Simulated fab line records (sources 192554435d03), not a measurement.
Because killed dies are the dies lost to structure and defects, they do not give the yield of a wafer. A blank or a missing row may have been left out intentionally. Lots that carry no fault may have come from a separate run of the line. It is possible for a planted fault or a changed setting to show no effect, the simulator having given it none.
fab line records	flow n5-finfet
record lots=24	wafers=72	last-day=17
route steps=1938 shown BEOL_M6@1249 BEOL_M7@1281
lots with no fault: from the same line, run without faults
start-h: the number of hours between the record's first day and the start of the first shown wafer of the lot	wait-h: hours since the lot's step before	" the same as in the row above	L1.1+2: a row that stands for several wafers	- no value, or no start was given	* or withheld: withheld	< > ~ a bound
route shown NAME@n: NAME is a module with steps in the file, n the number in the route of the first one	usual: mean and standard deviation over wafers with no fault	same: alike in all rows	chamber/n: place in a boat	sites: readings site by site	_std_site: the standard deviation of these	_edge_site: inner sites' mean taken away from outer sites' mean	radius-mm: for every site, how far away it sits from the centre of the wafer	mask NAME#n: copy n	behind: the tool/chamber that last shaped the wafer	hold: reason for holding the lot/hours on hold/outcome of the hold	device: whichever transistor did not switch (one of n, p or np)	end of line: the tests these same wafers got at the end of their route	a step without rows: its recipe alone	killed: the dies lost at the first sort to structure and to defects; this is not the yield of the wafer	map: the dies of a wafer, with x for killed, . for not killed, _ for no die there
set.NAME: the run value of the setting; set.NAME@STEP: its run value at that earlier step	model.NAME: the simulator's own value behind a step, which no gauge read
the route's steps for a sample of lots (tables are steps, rows are wafers)
services: from which hour (start-h, from the record's first day; less than 0 if before it) a tool's chamber was out of use, for how many hours, and why
## steps
# step N5_BEOL_M6_DEGAS_44
# recipe ambient=vacuum	temp-c=250	time-s=60
# usual heater-power-w=326/32
# same time-s=60
lot.wafer	tool	chamber	start-h	wait-h	heater-power-w
L075.2	pvd-sputter-01	-	193.81	0.5	347
L075.5	"	-	"	"	265
L075.6	"	-	"	"	330
L076.3	pvd-sputter-01	-	198.65	0.2	356
L076.4	"	-	"	"	271
L076.6	"	-	"	"	329
L077.2	pvd-sputter-03	-	199.18	0.5	342
L077.4	"	-	"	"	264
L077.6	"	-	"	"	337
L074.1	pvd-sputter-01	-	209.46	1.0	339
L074.3	"	-	"	"	276
L074.5	"	-	"	"	275
L079.1	pvd-sputter-03	-	214.01	0.4	268
L079.3	"	-	"	"	344
L079.5	"	-	"	"	270
L078.4	pvd-sputter-03	-	218.01	0.1	351
L078.5	"	-	"	"	341
L078.6	"	-	"	"	343
L080.2	pvd-sputter-02	-	219.79	1.4	358
L080.3	"	-	"	"	310
L080.6	"	-	"	"	298
L081.1	pvd-sputter-01	-	224.04	0.3	348
L081.4	"	-	"	"	342
L081.5	"	-	"	"	357
L082.2	pvd-sputter-02	-	237.94	0.2	357
L082.4	"	-	"	"	341
L082.5	"	-	"	"	358
L083.1	pvd-sputter-03	-	241.58	0.6	264
L083.3	"	-	"	"	333
L083.4	"	-	"	"	332
L084.1	pvd-sputter-03	-	250.57	0.7	339
L084.2	"	-	"	"	331
L084.4	"	-	"	"	361
L085.2	pvd-sputter-01	-	260.38	1.0	358
L085.3	"	-	"	"	273
L085.6	"	-	"	"	351
L086.2	pvd-sputter-01	-	261.36	0.5	335
L086.4	"	-	"	"	356
L086.5	"	-	"	"	333
L087.1	pvd-sputter-03	-	269.96	0.7	362
L087.5	"	-	"	"	344
L087.6	"	-	"	"	370
L088.4	pvd-sputter-02	-	278.22	0.2	359
L088.5	"	-	"	"	341
L088.6	"	-	"	"	314
L089.2	pvd-sputter-03	-	280.14	0.2	363
L089.5	"	-	"	"	333
L089.6	"	-	"	"	337
L091.2	pvd-sputter-03	-	283.36	0.8	337
L091.5	"	-	"	"	265
L091.6	"	-	"	"	353
L090.2	pvd-sputter-03	-	293.84	0.3	337
L090.3	"	-	"	"	261
L090.5	"	-	"	"	338
L092.2	pvd-sputter-03	-	298.81	0.3	341
L092.4	"	-	"	"	342
L092.5	"	-	"	"	359
L094.2	pvd-sputter-02	-	301.68	0.2	357
L094.3	"	-	"	"	310
L094.5	"	-	"	"	331
L093.2	pvd-sputter-02	-	302.12	0.4	313
L093.3	"	-	"	"	355
L093.6	"	-	"	"	362
L095.2	pvd-sputter-03	-	315.48	0.7	336
L095.4	"	-	"	"	336
L095.5	"	-	"	"	335
L096.1	pvd-sputter-02	-	322.33	0.6	308
L096.4	"	-	"	"	366
L096.6	"	-	"	"	333
L097.3	pvd-sputter-03	-	322.43	0.3	340
L097.4	"	-	"	"	341
L097.6	"	-	"	"	344
# step N5_BEOL_M6_PRE_CLEAN_45
# recipe gas=H2/He	time-s=30	temp-c=250
# usual heater-power-w=326/32
# same time-s=30
lot.wafer	tool	chamber	start-h	wait-h	heater-power-w
L075.2	pvd-sputter-01	-	193.85	0.0	362
L075.5	"	-	"	"	269
L075.6	"	-	"	"	337
L076.3	pvd-sputter-01	-	198.69	0.0	348
L076.4	"	-	"	"	270
L076.6	"	-	"	"	323
L077.2	pvd-sputter-03	-	199.22	0.0	338
L077.4	"	-	"	"	271
L077.6	"	-	"	"	335
L074.1	pvd-sputter-01	-	209.50	0.0	346
L074.3	"	-	"	"	271
L074.5	"	-	"	"	271
L079.1	pvd-sputter-03	-	214.05	0.0	261
L079.3	"	-	"	"	334
L079.5	"	-	"	"	269
L078.4	pvd-sputter-03	-	218.05	0.0	357
L078.5	"	-	"	"	340
L078.6	"	-	"	"	336
L080.2	pvd-sputter-02	-	219.83	0.0	357
L080.3	"	-	"	"	312
L080.6	"	-	"	"	299
L081.1	pvd-sputter-01	-	224.08	0.0	354
L081.4	"	-	"	"	329
L081.5	"	-	"	"	351
L082.2	pvd-sputter-02	-	237.98	0.0	364
L082.4	"	-	"	"	339
L082.5	"	-	"	"	356
L083.1	pvd-sputter-03	-	241.62	0.0	262
L083.3	"	-	"	"	344
L083.4	"	-	"	"	347
L084.1	pvd-sputter-03	-	250.61	0.0	322
L084.2	"	-	"	"	339
L084.4	"	-	"	"	369
L085.2	pvd-sputter-01	-	260.42	0.0	357
L085.3	"	-	"	"	274
L085.6	"	-	"	"	355
L086.2	pvd-sputter-01	-	261.40	0.0	342
L086.4	"	-	"	"	351
L086.5	"	-	"	"	336
L087.1	pvd-sputter-03	-	270.00	0.0	357
L087.5	"	-	"	"	343
L087.6	"	-	"	"	348
L088.4	pvd-sputter-02	-	278.26	0.0	358
L088.5	"	-	"	"	343
L088.6	"	-	"	"	311
L089.2	pvd-sputter-03	-	280.18	0.0	361
L089.5	"	-	"	"	336
L089.6	"	-	"	"	340
L091.2	pvd-sputter-03	-	283.40	0.0	332
L091.5	"	-	"	"	265
L091.6	"	-	"	"	365
L090.2	pvd-sputter-03	-	293.88	0.0	333
L090.3	"	-	"	"	263
L090.5	"	-	"	"	346
L092.2	pvd-sputter-03	-	298.85	0.0	327
L092.4	"	-	"	"	340
L092.5	"	-	"	"	353
L094.2	pvd-sputter-02	-	301.72	0.0	359
L094.3	"	-	"	"	315
L094.5	"	-	"	"	347
L093.2	pvd-sputter-02	-	302.16	0.0	303
L093.3	"	-	"	"	368
L093.6	"	-	"	"	364
L095.2	pvd-sputter-03	-	315.52	0.0	329
L095.4	"	-	"	"	345
L095.5	"	-	"	"	326
L096.1	pvd-sputter-02	-	322.37	0.0	297
L096.4	"	-	"	"	353
L096.6	"	-	"	"	341
L097.3	pvd-sputter-03	-	322.47	0.0	333
L097.4	"	-	"	"	341
L097.6	"	-	"	"	347
# step N5_BEOL_M6_THK_MEAS_53
# recipe thk-meas-gauge=xrf	reads=Cu_of_BEOL_M6_ECD_50
# usual M6_THK=81.5/2.9
lot.wafer	tool	chamber	start-h	wait-h	M6_THK[nm]
L075.2	film-metro-01	-	195.84	-	81.7
L075.5	"	-	"	"	83.5
L075.6	"	-	"	"	78.9
L076.3	film-metro-02	-	200.46	-	76.6
L076.4	"	-	"	"	80.3
L076.6	"	-	"	"	77.1
L077.2	film-metro-01	-	202.14	-	83.1
L077.4	"	-	"	"	79.1
L077.6	"	-	"	"	79.2
L074.1	film-metro-02	-	211.29	-	79.5
L074.3	"	-	"	"	79.3
L074.5	"	-	"	"	78.4
L079.1	film-metro-02	-	216.05	-	79.0
L079.3	"	-	"	"	82.4
L079.5	"	-	"	"	79.7
L078.4	film-metro-01	-	220.55	-	86.2
L078.5	"	-	"	"	81.6
L078.6	"	-	"	"	79.3
L080.2	film-metro-01	-	221.82	-	85.2
L080.3	"	-	"	"	84.9
L080.6	"	-	"	"	82.8
L081.1	film-metro-01	-	225.67	-	83.5
L081.4	"	-	"	"	84.3
L081.5	"	-	"	"	86.2
L082.2	film-metro-01	-	239.81	-	79.2
L082.4	"	-	"	"	81.7
L082.5	"	-	"	"	80.4
L083.1	film-metro-02	-	243.17	0.3	82.2
L083.3	"	-	"	"	77.6
L083.4	"	-	"	"	84.5
L084.1	film-metro-02	-	254.44	-	75.8
L084.2	"	-	"	"	83.7
L084.4	"	-	"	"	84.7
L085.2	film-metro-02	-	262.10	-	82.6
L085.3	"	-	"	"	77.7
L085.6	"	-	"	"	84.1
L086.2	film-metro-01	-	263.62	-	79.7
L086.4	"	-	"	"	77.0
L086.5	"	-	"	"	77.5
L087.1	film-metro-01	-	271.70	-	85.1
L087.5	"	-	"	"	81.2
L087.6	"	-	"	"	81.4
L088.4	film-metro-02	-	279.86	-	81.6
L088.5	"	-	"	"	82.9
L088.6	"	-	"	"	82.1
L089.2	film-metro-02	-	281.54	-	83.6
L089.5	"	-	"	"	78.5
L089.6	"	-	"	"	78.2
L091.2	film-metro-01	-	284.94	-	80.0
L091.5	"	-	"	"	75.5
L091.6	"	-	"	"	84.3
L090.2	film-metro-02	-	295.77	-	85.5
L090.3	"	-	"	"	78.2
L090.5	"	-	"	"	82.0
L092.2	film-metro-01	-	302.06	-	83.6
L092.4	"	-	"	"	83.4
L092.5	"	-	"	"	87.7
L094.2	film-metro-02	-	304.15	-	80.4
L094.3	"	-	"	"	80.6
L094.5	"	-	"	"	78.4
L093.2	film-metro-02	-	304.54	-	79.6
L093.3	"	-	"	"	82.2
L093.6	"	-	"	"	82.9
L095.2	film-metro-01	-	318.75	-	78.6
L095.4	"	-	"	"	81.0
L095.5	"	-	"	"	84.3
L096.1	film-metro-02	-	324.11	-	80.6
L096.4	"	-	"	"	77.1
L096.6	"	-	"	"	83.8
L097.3	film-metro-01	-	324.66	-	84.3
L097.4	"	-	"	"	77.8
L097.6	"	-	"	"	86.5
# step N5_BEOL_M7_ETCH_62
# recipe chemistry=N2/H2	target=SOC	target-depth-a=1100	overetch-a=220	mask-material=SiARC	temp-c=40	time-s=165	ion-energy-ev=200	pressure-mtorr=30	source-w=840	bias-w=150	n2-flow-sccm=200	h2-flow-sccm=200
# usual drypump-motor-current-A=6.0/0.61	n2-flow-sccm=200.0/0.67	oes-product-au=0.67/0.052	rf-vpp-V=523.5/2.3	showerhead-plenum-p-Torr=2.52/0.074	throttle-valve-pct=17.72/0.21
# same time-s=165
lot.wafer	tool	chamber	start-h	wait-h	drypump-motor-current-A	n2-flow-sccm	oes-product-au	rf-hours-counter-h	rf-vpp-V	showerhead-plenum-p-Torr	throttle-valve-pct
L075.2	rie-diel-02	0	198.81	0.0	5.6	198.5	0.83	2	526.8	2.63	17.93
L075.5	"	1	"	"	5.4	201.1	0.63	-	524.9	2.54	17.77
L075.6	"	2	"	"	6.2	200.4	0.74	-	528.4	2.69	17.52
L076.3	rie-diel-02	3	203.44	0.0	6.0	199.0	0.60	186	525.4	2.51	18.12
L076.4	"	0	"	"	5.6	199.6	0.82	4	526.3	2.63	17.94
L076.6	"	1	"	"	5.4	200.3	0.63	-	523.8	2.54	17.77
L077.2	rie-diel-01	1	205.27	0.0	6.4	199.9	0.74	51	525.1	2.57	17.84
L077.4	"	0	"	"	5.1	199.4	0.72	44	522.1	2.48	17.56
L077.6	"	3	"	"	6.3	199.7	0.63	-	523.5	2.50	17.36
L074.1	rie-diel-04	2	213.99	0.0	5.7	199.4	0.62	178	521.9	2.43	17.69
L074.3	"	1	"	"	5.0	200.7	0.73	43	525.6	2.61	17.95
L074.5	"	1	"	"	5.0	200.4	0.73	-	524.7	2.61	17.95
L079.1	rie-diel-01	2	218.36	0.0	6.8	200.0	0.65	137	522.1	2.47	17.63
L079.3	"	3	"	"	6.3	200.4	0.62	191	525.1	2.50	17.36
L079.5	"	0	"	"	5.1	200.9	0.71	-	522.2	2.48	17.57
L078.4	rie-diel-01	1	224.36	0.1	6.4	201.3	0.73	-	526.3	2.57	17.84
L078.5	"	0	"	"	5.1	199.6	0.72	-	522.3	2.48	17.58
L078.6	"	3	"	"	6.3	200.5	0.62	-	523.9	2.50	17.37
L080.2	rie-diel-01	1	224.62	0.0	6.4	200.8	0.73	57	525.7	2.57	17.84
L080.3	"	0	"	"	5.1	200.4	0.72	50	522.7	2.48	17.57
L080.6	"	0	"	"	5.1	199.6	0.72	-	521.8	2.48	17.57
L081.1	rie-diel-04	2	227.55	0.0	5.7	199.8	0.62	183	519.4	2.43	17.71
L081.4	"	0	"	"	6.1	199.9	0.62	188	527.5	2.64	18.09
L081.5	"	2	"	"	5.7	199.8	0.62	-	521.3	2.43	17.70
L082.2	rie-diel-02	1	242.12	0.0	5.4	200.1	0.63	181	524.0	2.54	17.79
L082.4	"	2	"	"	6.2	199.0	0.72	38	528.3	2.68	17.56
L082.5	"	0	"	"	5.6	199.8	0.78	-	525.9	2.63	17.97
L083.1	rie-diel-01	2	245.53	0.0	6.8	199.7	0.64	141	522.5	2.47	17.63
L083.3	"	1	"	"	6.4	199.7	0.72	64	523.7	2.56	17.86
L083.4	"	3	"	"	6.3	200.2	0.62	199	523.9	2.49	17.39
L084.1	rie-diel-02	1	257.48	0.0	5.4	200.0	0.63	185	524.1	2.53	17.79
L084.2	"	3	"	"	6.0	200.3	0.59	202	523.9	2.51	18.15
L084.4	"	0	"	"	5.6	199.4	0.77	21	526.7	2.62	17.96
L085.2	rie-diel-02	1	265.51	0.0	5.4	200.2	0.62	188	524.1	2.53	17.79
L085.3	"	2	"	"	6.2	200.1	0.72	45	527.0	2.68	17.57
L085.6	"	2	"	"	6.2	198.6	0.71	-	528.9	2.68	17.56
L086.2	rie-diel-01	1	267.08	0.0	6.3	200.7	0.72	69	526.2	2.56	17.87
L086.4	"	0	"	"	5.1	199.8	0.70	64	524.0	2.47	17.58
L086.5	"	0	"	"	5.1	199.8	0.71	-	522.0	2.47	17.60
L087.1	rie-diel-04	2	273.97	0.0	5.7	199.7	0.61	195	519.7	2.43	17.72
L087.5	"	2	"	"	5.7	198.7	0.62	-	520.0	2.43	17.72
L087.6	"	3	"	"	6.7	199.2	0.65	-	522.1	2.42	17.57
L088.4	rie-diel-04	2	282.32	0.1	5.7	200.8	0.60	-	520.9	2.42	17.72
L088.5	"	1	"	"	5.0	199.2	0.70	-	525.2	2.60	17.99
L088.6	"	3	"	"	6.7	199.1	0.65	-	521.7	2.42	17.59
L089.2	rie-diel-01	1	286.21	0.0	6.4	201.4	0.71	77	525.8	2.56	17.89
L089.5	"	3	"	"	6.3	199.9	0.61	-	523.7	2.49	17.40
L089.6	"	0	"	"	5.1	198.9	0.69	-	520.9	2.47	17.59
L091.2	rie-diel-04	2	287.70	0.0	5.7	199.3	0.61	203	520.3	2.42	17.73
L091.5	"	2	"	"	5.7	200.0	0.60	-	520.4	2.42	17.74
L091.6	"	1	"	"	5.0	200.7	0.70	-	525.5	2.60	18.01
L090.2	rie-diel-04	1	298.57	0.0	5.0	199.9	0.70	70	526.7	2.60	18.00
L090.3	"	0	"	"	6.1	200.8	0.60	208	526.4	2.64	18.13
L090.5	"	0	"	"	6.1	199.9	0.61	-	524.5	2.64	18.13
L092.2	rie-diel-01	3	304.10	0.0	6.3	200.5	0.61	219	523.1	2.49	17.41
L092.4	"	0	"	"	5.1	200.2	0.69	77	521.0	2.46	17.62
L092.5	"	3	"	"	6.3	199.5	0.61	-	522.0	2.49	17.42
L094.2	rie-diel-01	3	308.70	0.0	6.3	199.9	0.61	219	522.9	2.49	17.41
L094.3	"	1	"	"	6.3	199.5	0.70	84	524.0	2.56	17.90
L094.5	"	2	"	"	6.8	198.8	0.64	-	521.0	2.46	17.68
L093.2	rie-diel-01	0	308.96	0.0	5.1	199.7	0.69	78	523.2	2.46	17.62
L093.3	"	3	"	"	6.3	200.7	0.60	219	522.9	2.49	17.39
L093.6	"	0	"	"	5.1	200.3	0.69	-	522.5	2.46	17.62
L095.2	rie-diel-01	0	320.31	0.0	5.1	200.6	0.69	81	521.6	2.46	17.64
L095.4	"	1	"	"	6.4	200.7	0.70	87	524.4	2.55	17.91
L095.5	"	2	"	"	6.8	200.0	0.63	-	521.9	2.45	17.66
L096.1	rie-diel-01	3	326.00	0.0	6.3	200.1	0.61	224	523.4	2.48	17.43
L096.4	"	2	"	"	6.8	200.1	0.63	167	520.3	2.45	17.68
L096.6	"	0	"	"	5.1	200.4	0.68	-	521.8	2.46	17.63
L097.3	rie-diel-01	2	326.36	0.0	6.8	199.6	0.63	167	520.8	2.45	17.68
L097.4	"	0	"	"	5.1	201.0	0.68	83	520.8	2.46	17.62
L097.6	"	3	"	"	6.3	199.3	0.61	-	522.6	2.49	17.43
# step N5_BEOL_M7_HM_OPEN_17
# recipe chemistry=Cl2/BCl3	target-depth-a=200	overetch-a=60	target=TiN	mask-material=SOC	ion-energy-ev=150	pressure-mtorr=10	icp-w=1000	bias-w=126	Cl2_flow_sccm=53.25	bcl3-flow-sccm=21.75	Ar_flow_sccm=25
# usual drypump-motor-current-A=5.85/0.17	oes-product-au=0.67/0.035	throttle-valve-pct=22.2/0.36
lot.wafer	tool	chamber	start-h	wait-h	drypump-motor-current-A	oes-product-au	rf-hours-counter-h	throttle-valve-pct
L075.2	rie-metal-01	1	199.00	0.0	5.25	0.62	59	22.2
L075.5	"	1	"	"	5.26	0.61	-	22.2
L075.6	"	0	"	"	5.94	0.68	-	21.7
L076.3	rie-metal-02	1	203.66	0.1	5.88	0.66	-	22.8
L076.4	"	0	"	"	6.00	0.74	-	21.9
L076.6	"	0	"	"	6.01	0.74	-	21.9
L077.2	rie-metal-01	0	205.46	0.0	5.96	0.66	39	21.8
L077.4	"	1	"	"	5.25	0.61	-	22.2
L077.6	"	1	"	"	5.26	0.62	-	22.2
L074.1	rie-metal-02	0	214.18	0.0	5.99	0.74	11	21.9
L074.3	"	0	"	"	6.00	0.75	-	21.9
L074.5	"	0	"	"	5.98	0.74	-	21.9
L079.1	rie-metal-03	1	218.55	0.0	5.83	0.68	40	22.3
L079.3	"	0	"	"	5.81	0.65	-	22.0
L079.5	"	1	"	"	5.82	0.68	-	22.3
L078.4	rie-metal-03	1	224.51	0.1	5.84	0.69	-	22.3
L078.5	"	1	"	"	5.84	0.69	-	22.3
L078.6	"	0	"	"	5.81	0.65	-	22.0
L080.2	rie-metal-02	0	224.81	0.0	6.03	0.73	12	21.9
L080.3	"	0	"	"	6.02	0.74	-	21.9
L080.6	"	0	"	"	5.99	0.73	-	21.9
L081.1	rie-metal-01	1	227.73	0.0	5.25	0.61	62	22.2
L081.4	"	1	"	"	5.28	0.61	-	22.2
L081.5	"	1	"	"	5.24	0.61	-	22.2
L082.2	rie-metal-02	0	242.31	0.0	5.98	0.75	14	21.9
L082.4	"	1	"	"	5.90	0.68	-	22.8
L082.5	"	0	"	"	5.98	0.75	-	21.9
L083.1	rie-metal-03	0	245.72	0.0	5.82	0.64	58	22.0
L083.3	"	0	"	"	5.84	0.65	-	22.0
L083.4	"	1	"	"	5.82	0.69	-	22.3
L084.1	rie-metal-02	1	257.67	0.0	5.87	0.66	37	22.8
L084.2	"	0	"	"	6.03	0.72	15	21.9
L084.4	"	1	"	"	5.87	0.66	-	22.9
L085.2	rie-metal-02	0	265.70	0.0	5.96	0.72	15	21.9
L085.3	"	1	"	"	5.91	0.66	-	22.9
L085.6	"	0	"	"	5.99	0.73	-	21.9
L086.2	rie-metal-03	1	267.27	0.0	5.82	0.69	44	22.3
L086.4	"	0	"	"	5.81	0.64	-	22.1
L086.5	"	1	"	"	5.82	0.68	-	22.3
L087.1	rie-metal-02	0	274.16	0.0	6.02	0.72	16	21.9
L087.5	"	1	"	"	5.89	0.66	-	22.8
L087.6	"	0	"	"	6.03	0.72	-	21.9
L088.4	rie-metal-02	0	282.47	0.1	6.01	0.72	-	21.9
L088.5	"	1	"	"	5.94	0.66	-	22.9
L088.6	"	0	"	"	6.02	0.72	-	21.9
L089.2	rie-metal-01	0	286.42	0.1	6.00	0.66	-	21.8
L089.5	"	0	"	"	5.99	0.66	-	21.8
L089.6	"	0	"	"	5.96	0.65	-	21.8
L091.2	rie-metal-03	1	287.89	0.0	5.83	0.67	46	22.3
L091.5	"	0	"	"	5.80	0.63	-	22.1
L091.6	"	1	"	"	5.82	0.66	-	22.3
L090.2	rie-metal-03	0	298.75	0.0	5.83	0.64	65	22.0
L090.3	"	0	"	"	5.78	0.65	-	22.0
L090.5	"	0	"	"	5.78	0.63	-	22.0
L092.2	rie-metal-03	0	304.28	0.0	5.79	0.64	65	22.0
L092.4	"	0	"	"	5.80	0.63	-	22.1
L092.5	"	0	"	"	5.77	0.62	-	22.1
L094.2	rie-metal-02	0	308.89	0.0	6.04	0.71	20	21.9
L094.3	"	1	"	"	5.89	0.66	-	22.8
L094.5	"	1	"	"	5.86	0.65	-	22.8
L093.2	rie-metal-02	0	309.15	0.0	5.98	0.72	20	21.9
L093.3	"	0	"	"	6.02	0.72	-	21.9
L093.6	"	0	"	"	6.01	0.71	-	21.9
L095.2	rie-metal-03	0	320.50	0.0	5.82	0.62	67	22.1
L095.4	"	0	"	"	5.81	0.62	-	22.1
L095.5	"	0	"	"	5.81	0.62	-	22.1
L096.1	rie-metal-03	1	326.19	0.0	5.83	0.66	51	22.3
L096.4	"	1	"	"	5.84	0.66	-	22.3
L096.6	"	1	"	"	5.82	0.66	-	22.3
L097.3	rie-metal-03	1	326.61	0.1	5.84	0.66	-	22.3
L097.4	"	1	"	"	5.83	0.66	-	22.3
L097.6	"	1	"	"	5.84	0.66	-	22.3
# step N5_BEOL_M7_INSPECT_30
# recipe mode=adi	inspect-instrument=brightfield
# usual raw-defect-count=438/120
lot.wafer	tool	chamber	start-h	wait-h	raw-defect-count
L075.2	defect-inspect-01	-	201.08	0.0	477
L075.5	"	-	"	"	364
L075.6	"	-	"	"	394
L076.3	defect-inspect-02	-	204.38	0.0	453
L076.4	"	-	"	"	407
L076.6	"	-	"	"	347
L077.2	defect-inspect-02	-	207.21	0.0	264
L077.4	"	-	"	"	551
L077.6	"	-	"	"	445
L074.1	defect-inspect-02	-	217.03	0.1	339
L074.3	"	-	"	"	340
L074.5	"	-	"	"	353
L079.1	defect-inspect-01	-	219.97	0.1	428
L079.3	"	-	"	"	335
L079.5	"	-	"	"	371
L078.4	defect-inspect-02	-	225.38	0.0	393
L078.5	"	-	"	"	476
L078.6	"	-	"	"	439
L080.2	defect-inspect-02	-	225.42	0.0	424
L080.3	"	-	"	"	608
L080.6	"	-	"	"	426
L081.1	defect-inspect-02	-	228.95	0.1	433
L081.4	"	-	"	"	445
L081.5	"	-	"	"	630
L082.2	defect-inspect-01	-	242.94	0.0	358
L082.4	"	-	"	"	389
L082.5	"	-	"	"	341
L083.1	defect-inspect-02	-	247.21	0.1	660
L083.3	"	-	"	"	505
L083.4	"	-	"	"	645
L084.1	defect-inspect-02	-	258.37	0.1	504
L084.2	"	-	"	"	574
L084.4	"	-	"	"	604
L085.2	defect-inspect-02	-	266.67	0.0	390
L085.3	"	-	"	"	347
L085.6	"	-	"	"	330
L086.2	defect-inspect-01	-	268.50	0.0	337
L086.4	"	-	"	"	424
L086.5	"	-	"	"	401
L087.1	defect-inspect-02	-	277.03	0.1	258
L087.5	"	-	"	"	323
L087.6	"	-	"	"	307
L088.4	defect-inspect-02	-	283.27	0.0	426
L088.5	"	-	"	"	526
L088.6	"	-	"	"	405
L089.2	defect-inspect-02	-	287.10	0.0	628
L089.5	"	-	"	"	694
L089.6	"	-	"	"	915
L091.2	defect-inspect-02	-	288.90	0.0	495
L091.5	"	-	"	"	422
L091.6	"	-	"	"	403
L090.2	defect-inspect-01	-	300.81	0.0	319
L090.3	"	-	"	"	418
L090.5	"	-	"	"	319
L092.2	defect-inspect-02	-	308.45	0.0	404
L092.4	"	-	"	"	407
L092.5	"	-	"	"	390
L094.2	defect-inspect-02	-	311.03	0.0	472
L094.3	"	-	"	"	308
L094.5	"	-	"	"	311
L093.2	defect-inspect-01	-	311.15	0.0	362
L093.3	"	-	"	"	522
L093.6	"	-	"	"	363
L095.2	defect-inspect-01	-	321.12	0.0	418
L095.4	"	-	"	"	536
L095.5	"	-	"	"	526
L097.3	defect-inspect-02	-	327.57	0.0	400
L097.4	"	-	"	"	484
L097.6	"	-	"	"	441
L096.1	defect-inspect-02	-	327.77	0.1	436
L096.4	"	-	"	"	513
L096.6	"	-	"	"	498
## services
tool	chamber	start-h	hours	kind
rie-diel-02	0	172.64	-	clean
rie-diel-02	0	172.64	-	consumable-replace:focus-ring
rie-diel-02	0	172.64	14.3	scheduled-down
rie-diel-02	0	172.64	14.3	vent-cycle
rie-diel-01	2	220.07	16.1	repair
rie-metal-01	-	225.67	1.5	repair
rie-diel-02	0	264.59	16.2	repair
rie-diel-02	-	271.50	14.6	pm
rie-metal-01	-	281.69	1.1	repair
pvd-sputter-02	-	303.66	4.3	repair
rie-diel-04	1	310.45	4.1	repair
rie-metal-03	0	323.04	36.5	repair
## key
fault none
